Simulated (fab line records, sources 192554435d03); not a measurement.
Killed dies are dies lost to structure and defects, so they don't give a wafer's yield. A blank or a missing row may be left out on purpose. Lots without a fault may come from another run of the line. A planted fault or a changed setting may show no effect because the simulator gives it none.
Which tool did it? | flow n5_finfet | 12 lots, 36 wafers sampled, at 1 step of a route of 1938

WHAT THE GAUGES READ, wafer by wafer
N5_BEOL_M12_CD_MEAS_17: target cd 140 nm.
lot  | measured     | on        | cd_nm (nm)
L075 | day 11 13:46 | cd_sem-01 | 143.6 142.0 139.9
L076 | day 12 08:08 | cd_sem-01 | 140.4 143.3 144.1
L081 | day 12 12:55 | cd_sem-03 | 142.8 139.5 140.9
L082 | day 13 02:10 | cd_sem-01 | 142.1 140.0 140.6
L083 | day 13 14:17 | cd_sem-03 | 144.2 141.2 143.1
L085 | day 14 12:18 | cd_sem-01 | 145.5 143.8 142.6
L088 | day 15 00:47 | cd_sem-01 | 142.4 141.4 144.7
L090 | day 15 19:19 | cd_sem-02 | 142.7 137.4 145.7
L091 | day 16 04:16 | cd_sem-02 | 143.0 144.5 142.9
L095 | day 16 18:30 | cd_sem-02 | 141.0 141.2 140.0
L093 | day 16 20:58 | cd_sem-03 | 136.8 140.4 139.3
L097 | day 17 07:28 | cd_sem-01 | 138.1 140.3 139.3

WHICH TOOL RAN EACH LOT (tool, then ch and the chambers of the sampled wafers, then the start)
The record holds no process step before these readings.

THE ANSWER, worked out from the rows above alone
Rule: what is usual is taken from the lots themselves. Put in order of their means at a reading, lots are off if they are a third of the lots or fewer, leave a main group of 4 or more, and stand apart from it by a gap of 3 or more times the standard deviation of the main group's means; of several such gaps the widest counts. A main group whose means are all the same, to the digits that the tables above print for the reading, isn't used. A lot without any number at a reading at which 4 lots or more have one is off too. The other lots that the step has rows for count as sound.
No lot is off at any reading shown: from this, nothing can be told.

WHAT THE SIMULATOR HAD PUT IN
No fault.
